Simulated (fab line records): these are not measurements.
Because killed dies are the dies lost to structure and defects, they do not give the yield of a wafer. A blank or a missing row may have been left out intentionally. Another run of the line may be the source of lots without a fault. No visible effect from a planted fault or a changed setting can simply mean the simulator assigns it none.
Which tool was responsible?	flow nand-harc	12 lots, 36 wafers sampled, at 2 steps of a route of 1302

== WHAT THE GAUGES READ, wafer by wafer ==
NHARC_A_DECK1_JOINT_THK_MEAS_14: measures by ellipsometry.
lot	measured	on	thk-nm (nm)
L075	day 11 17:08	film-metro-02	49.7 51.1 51.8
L077	day 12 18:44	film-metro-01	49.9 51.6 50.8
L080	day 13 12:55	film-metro-01	51.3 54.6 50.0
L081	day 14 03:19	film-metro-01	50.5 48.6 50.9
L083	day 15 00:52	film-metro-02	51.8 49.7 52.2
L085	day 15 22:01	film-metro-02	52.8 51.5 53.0
L087	day 16 12:31	film-metro-01	52.6 51.8 48.7
L089	day 17 08:32	film-metro-01	54.3 55.2 52.3
L091	day 18 19:21	film-metro-02	52.1 50.1 52.3
L093	day 19 03:04	film-metro-01	51.9 52.6 49.3
L095	day 20 00:58	film-metro-02	49.7 54.2 48.8
L097	day 20 21:46	film-metro-02	52.4 53.6 50.9

== WHAT TOOL EACH LOT RAN ON (gives the tool, then ch and the chambers of the sampled wafers, and finally the start) ==
lot	NHARC_A_CHANNEL_HOLE_D1_ETCH_44
L075	rie-diel-02 ch 0,2,3, day 9 05:37
L077	rie-diel-07 ch 0,1, day 10 06:31
L080	rie-diel-07 ch 0,1, day 10 23:53
L081	rie-diel-07 ch 0,2,3, day 11 13:46
L083	rie-diel-07 ch 2,3, day 12 09:10
L085	rie-diel-02 ch 1,2,3, day 13 09:29
L087	rie-diel-07 ch 0,2,3, day 14 00:08
L089	rie-diel-02 ch 0,2,3, day 14 21:43
L091	rie-diel-07 ch 1,3, day 16 07:24
L093	rie-diel-07 ch 0,2,3, day 16 15:54
L095	rie-diel-07 ch 0,2,3, day 17 11:08
L097	rie-diel-07 ch 0,2,3, day 18 06:33
- NHARC_A_CHANNEL_HOLE_D1_ETCH_44: etches the open film in CF4/O2, target depth 140 nm, overetch 14 nm, time 77 s.

== THE ANSWER, worked out from the rows above alone ==
Rule: what is usual is taken from the lots themselves. Put in order of their means at a reading, lots are off if they are a third of the lots or fewer, leave a main group of 4 or more, and stand apart from it by a gap of 3 or more times the standard deviation of the main group's means; of several such gaps the widest counts. A main group whose means are all the same, to the digits that the tables above print for the reading, isn't used. A lot without any number at a reading at which 4 lots or more have one is off too. All remaining lots with rows at the step are treated as sound.
No lot is off at any reading shown: from this, nothing can be told.

== WHAT THE SIMULATOR HAD INSERTED ==
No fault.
